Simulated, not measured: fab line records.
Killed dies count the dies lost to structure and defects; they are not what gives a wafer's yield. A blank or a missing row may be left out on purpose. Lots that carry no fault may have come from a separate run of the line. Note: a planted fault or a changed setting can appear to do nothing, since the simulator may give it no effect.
Chamber matching / flow n5-finfet / pecvd-03 running N5_BEOL_M6_ILD_DEP_00: 3 sister chambers
The step deposits SiCOH lowk from DEMS/porogen, target thk 179.75 nm, time 33.4 s. 3 wafers are shown with their chamber, then 8 later ones without.

## WAFERS, EACH WITH ITS CHAMBER
wafer=L087.1; chamber=1; throttle-valve-pct (%)=15.0
wafer=L087.4; chamber=0; throttle-valve-pct (%)=14.3
wafer=L090.1; chamber=2; throttle-valve-pct (%)=13.0

## WAFERS WITHOUT THEIR CHAMBER
wafer=L090.2; throttle-valve-pct (%)=15.2
wafer=L090.3; throttle-valve-pct (%)=14.2
wafer=L095.1; throttle-valve-pct (%)=15.0
wafer=L095.2; throttle-valve-pct (%)=14.2
wafer=L095.3; throttle-valve-pct (%)=13.1
wafer=L096.1; throttle-valve-pct (%)=13.1
wafer=L096.3; throttle-valve-pct (%)=15.2
wafer=L096.4; throttle-valve-pct (%)=15.5

## EACH ONE'S CHAMBER
wafer=L090.2; from the rows above=1; in truth=1
wafer=L090.3; from the rows above=0; in truth=0
wafer=L095.1; from the rows above=1; in truth=1
wafer=L095.2; from the rows above=0; in truth=0
wafer=L095.3; from the rows above=2; in truth=2
wafer=L096.1; from the rows above=2; in truth=2
wafer=L096.3; from the rows above=1; in truth=1
wafer=L096.4; from the rows above=1; in truth=1
8 of 8 placed correctly. From these rows, 0 cannot be placed. Placed wrongly: 0.
How it was worked out, from the rows above alone: a wafer's distance from a chamber is the root of the sum, over the readings, of the square of ((its reading less the chamber's mean) divided by the reading's scatter). If the next closest chamber is less than 2 further off than the closest, the wafer can't be placed; otherwise it belongs to the closest. Each chamber's mean is taken over the wafers shown for it. The scatter (one wafer shown for each chamber): square how far every hidden wafer sits from the nearest shown wafer, average those squares and take the square root.
